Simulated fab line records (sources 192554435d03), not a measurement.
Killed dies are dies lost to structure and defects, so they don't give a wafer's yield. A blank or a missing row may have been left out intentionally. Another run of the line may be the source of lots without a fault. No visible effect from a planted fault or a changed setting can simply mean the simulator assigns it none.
Lot-split experiment / flow n5_finfet / on a route of 1938 steps: 7 lots, 21 wafers read

== THE SPLIT ==
At N5_BEOL_M8_EXPOSE_08 (exposes mask M8), the setting dose_mj was moved away from the recipe's 68.25 on 7 of the 21 wafers read, by -7.0% to +6.7%. The other wafers ran this setting at the recipe's value.

== FROM THE SPLIT TO THE READING: what the file shows between them, 2 steps ==
- N5_BEOL_M8_PEB_09: peb time 60 s
- N5_BEOL_M8_DEVELOP_10: develop time 30 s

== THE READING ==
cd_nm, in nm, at N5_BEOL_M8_CD_MEAS_11 (target cd 38.5 nm). Fault-free wafers of this fab line usually give 38.5 nm, standard deviation 0.37 nm.

wafer=L075.1; tool, chamber at the split=arfi_scanner-02, 0; dose_mj as run=63.49; against the recipe=-7.0%; cd_nm, nm=35.2; against lot-mates on the recipe=-2.8
wafer=L075.2; tool, chamber at the split=arfi_scanner-02, 0; dose_mj as run=68.25; against the recipe=recipe; cd_nm, nm=38.3; against lot-mates on the recipe=-
wafer=L075.6; tool, chamber at the split=arfi_scanner-02, 0; dose_mj as run=68.25; against the recipe=recipe; cd_nm, nm=37.8; against lot-mates on the recipe=-
wafer=L076.2; tool, chamber at the split=arfi_scanner-01, 0; dose_mj as run=68.25; against the recipe=recipe; cd_nm, nm=37.8; against lot-mates on the recipe=-
wafer=L076.4; tool, chamber at the split=arfi_scanner-01, 0; dose_mj as run=68.25; against the recipe=recipe; cd_nm, nm=38.3; against lot-mates on the recipe=-
wafer=L076.5; tool, chamber at the split=arfi_scanner-01, 0; dose_mj as run=68.25; against the recipe=recipe; cd_nm, nm=38.4; against lot-mates on the recipe=-
wafer=L079.1; tool, chamber at the split=arfi_scanner-03, 0; dose_mj as run=68.25; against the recipe=recipe; cd_nm, nm=38.9; against lot-mates on the recipe=-
wafer=L079.3; tool, chamber at the split=arfi_scanner-03, 0; dose_mj as run=68.25; against the recipe=recipe; cd_nm, nm=38.3; against lot-mates on the recipe=-
wafer=L079.6; tool, chamber at the split=arfi_scanner-03, 0; dose_mj as run=68.25; against the recipe=recipe; cd_nm, nm=38.2; against lot-mates on the recipe=-
wafer=L081.2; tool, chamber at the split=arfi_scanner-01, 0; dose_mj as run=69.77; against the recipe=+2.2%; cd_nm, nm=39.6; against lot-mates on the recipe=+0.8
wafer=L081.3; tool, chamber at the split=arfi_scanner-01, 0; dose_mj as run=68.25; against the recipe=recipe; cd_nm, nm=38.8; against lot-mates on the recipe=-
wafer=L081.5; tool, chamber at the split=arfi_scanner-01, 0; dose_mj as run=69.77; against the recipe=+2.2%; cd_nm, nm=39.4; against lot-mates on the recipe=+0.6
wafer=L088.3; tool, chamber at the split=arfi_scanner-02, 0; dose_mj as run=68.25; against the recipe=recipe; cd_nm, nm=38.2; against lot-mates on the recipe=-
wafer=L088.5; tool, chamber at the split=arfi_scanner-02, 0; dose_mj as run=68.25; against the recipe=recipe; cd_nm, nm=37.8; against lot-mates on the recipe=-
wafer=L088.6; tool, chamber at the split=arfi_scanner-02, 0; dose_mj as run=68.25; against the recipe=recipe; cd_nm, nm=38.0; against lot-mates on the recipe=-
wafer=L089.1; tool, chamber at the split=arfi_scanner-03, 0; dose_mj as run=72.85; against the recipe=+6.7%; cd_nm, nm=41.9; against lot-mates on the recipe=+3.2
wafer=L089.4; tool, chamber at the split=arfi_scanner-03, 0; dose_mj as run=68.25; against the recipe=recipe; cd_nm, nm=38.7; against lot-mates on the recipe=-
wafer=L089.6; tool, chamber at the split=arfi_scanner-03, 0; dose_mj as run=72.85; against the recipe=+6.7%; cd_nm, nm=41.9; against lot-mates on the recipe=+3.2
wafer=L093.1; tool, chamber at the split=arfi_scanner-02, 0; dose_mj as run=72.61; against the recipe=+6.4%; cd_nm, nm=41.5; against lot-mates on the recipe=+3.3
wafer=L093.3; tool, chamber at the split=arfi_scanner-02, 0; dose_mj as run=72.61; against the recipe=+6.4%; cd_nm, nm=41.8; against lot-mates on the recipe=+3.6
wafer=L093.4; tool, chamber at the split=arfi_scanner-02, 0; dose_mj as run=68.25; against the recipe=recipe; cd_nm, nm=38.2; against lot-mates on the recipe=-

FIT RESULTS
A straight line over all 21 wafers: cd_nm changes by +0.509 nm for each +1% of dose_mj; r = +0.98; the points scatter about the line by 0.32 nm.
The same after taking each lot's own level away (the mean of its wafers on the recipe; 21 wafers): +0.474 nm for each +1%; r = +0.98; scatter 0.29 nm.
The reading moves by 3.3 nm for the largest change in dose_mj, on that fit.
From 38.00 to 38.80 nm: that is the span of the lots' own levels, equal to 2.2 times the standard deviation above.
Hence the lot-to-lot level has little effect on the slope; both slopes agree.
Check: for one of the wafers moved furthest among these (-7.0%), held out of the fit, the line's prediction against its lot-mates is -3.53 nm. Against them it came out at -2.85 nm.

== ADDITIONAL SPLITS CARRIED BY THESE WAFERS ==
These wafers also went through other splits before the reading. Each is held against what the fit with the lots' levels taken away leaves over:
other split on the same wafers=N5_BEOL_M0_ETCH_138 source_w; wafers away from the commonest value=5; r with cd_nm (lot level and that fit taken away)=-0.11
other split on the same wafers=N5_BEOL_M1_COAT_05 spin_rpm; wafers away from the commonest value=7; r with cd_nm (lot level and that fit taken away)=+0.56
other split on the same wafers=N5_BEOL_M1_ETCH_74 bias_w; wafers away from the commonest value=6; r with cd_nm (lot level and that fit taken away)=-0.13
other split on the same wafers=N5_BEOL_M2_DESCUM_16 time_s; wafers away from the commonest value=10; r with cd_nm (lot level and that fit taken away)=-0.51
other split on the same wafers=N5_BEOL_M2_VIA_ETCH_34 time_s; wafers away from the commonest value=5; r with cd_nm (lot level and that fit taken away)=+0.06
other split on the same wafers=N5_BEOL_M3_ETCH_41 target_depth_a; wafers away from the commonest value=10; r with cd_nm (lot level and that fit taken away)=-0.17
other split on the same wafers=N5_BEOL_M4_SPUTTER_81 time_s; wafers away from the commonest value=7; r with cd_nm (lot level and that fit taken away)=-0.04
other split on the same wafers=N5_BEOL_M5_VIA_ETCH_34 source_w; wafers away from the commonest value=11; r with cd_nm (lot level and that fit taken away)=-0.42
other split on the same wafers=N5_BEOL_M5_TRENCH_ETCH_37 bias_w; wafers away from the commonest value=8; r with cd_nm (lot level and that fit taken away)=-0.30
other split on the same wafers=N5_BEOL_M7_ILD_DEP_00 temp_c; wafers away from the commonest value=5; r with cd_nm (lot level and that fit taken away)=+0.39
other split on the same wafers=N5_BEOL_M7_PECVD_70 temp_c; wafers away from the commonest value=7; r with cd_nm (lot level and that fit taken away)=+0.45

== THE WHOLE CHAIN: every reading that the file lists as answering this split, in the file's order ==
step=N5_BEOL_M8_CD_MEAS_11; what it does=target cd 38.5 nm; reading=cd_nm; change (the file's fit)=+0.468 nm for each +1% of the setting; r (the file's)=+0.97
step=N5_BEOL_M8_ETCH_61; what it does=etches SiARC in CF4, target depth 45.5 nm, time 75.8 s; reading=BEOL_M8.cd_offset_nm (the simulator's own value, which no gauge read); change (the file's fit)=+0.483 nm for each +1% of the setting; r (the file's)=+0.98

== FILE'S OWN FIT ==
cd_nm changes by +0.468 nm for each +1% of dose_mj, r = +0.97.
